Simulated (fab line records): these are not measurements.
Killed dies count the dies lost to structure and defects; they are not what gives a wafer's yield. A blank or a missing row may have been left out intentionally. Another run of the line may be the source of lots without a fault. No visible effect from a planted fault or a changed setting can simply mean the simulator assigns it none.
Matching of chambers	flow nand_harc	NHARC_P_CONTACT_ETCH_36 on rie_diel-13 has 4 sister chambers
The step etches the open film in N2/H2, target depth 260 nm, time 406.25 s. 14 wafers are shown with their chamber, then 7 later ones without.

== WAFERS, EACH WITH ITS CHAMBER ==
wafer	chamber	rf_vpp_V (V)	throttle_valve_pct (%)	chamber_pressure_mTorr (mTorr)
L532.1	3	426.5	14.164	29.963
L532.2	1	433.6	14.164	30.037
L532.5	2	430.6	14.176	30.001
L535.1	2	429.4	14.178	29.994
L535.4	3	426.9	14.154	29.989
L535.5	0	430.4	14.176	29.989
L538.3	1	432.8	14.163	29.979
L538.4	1	432.0	14.179	30.004
L538.6	3	427.9	14.175	29.986
L541.1	2	432.1	14.166	30.026
L541.2	0	430.2	14.181	30.010
L541.6	0	430.9	14.162	29.989
L549.2	3	426.1	14.156	30.035
L549.4	1	433.4	14.169	30.039

SIGNATURES (means of the wafers above)
reading	chamber 0	chamber 1	chamber 2	chamber 3	scatter within a chamber
rf_vpp_V	430.500	432.950	430.700	426.850	0.852
throttle_valve_pct	14.17300	14.16875	14.17333	14.16225	0.00843
chamber_pressure_mTorr	29.99600	30.01475	30.00700	29.99325	0.0246
Rule: a wafer's distance from a chamber is the root of the sum, over the readings, of the square of ((its reading less the chamber's mean) divided by the reading's scatter). The wafer belongs to the nearest chamber; if the next one is less than 2 further off, it can't be placed. The scatter: take each reading less its chamber's mean, square it, sum over the shown wafers, divide by the number of wafers less the number of chambers, and take the root.

== WAFERS WITH NO CHAMBER GIVEN ==
wafer	rf_vpp_V (V)	throttle_valve_pct (%)	chamber_pressure_mTorr (mTorr)
L549.5	426.8	14.162	29.985
L550.1	429.8	14.162	29.963
L550.2	426.8	14.168	30.013
L550.3	433.7	14.163	30.009
L551.1	428.8	14.168	30.047
L551.4	433.9	14.187	30.007
L551.6	430.4	14.176	30.005

== THE CHAMBER EACH PASSED THROUGH ==
wafer	from the rows above	in truth
L549.5	3	3
L550.1	can't be placed: 0 or 2 or 3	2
L550.2	3	3
L550.3	1	1
L551.1	can't be placed: 2 or 0 or 3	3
L551.4	can't be placed: 1 or 2 or 0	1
L551.6	can't be placed: 2 or 0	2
Placed correctly: 3 of 7. Cannot be placed on the basis of these rows: 4; the candidates contain the true chamber in 4. Number placed wrongly: 0.
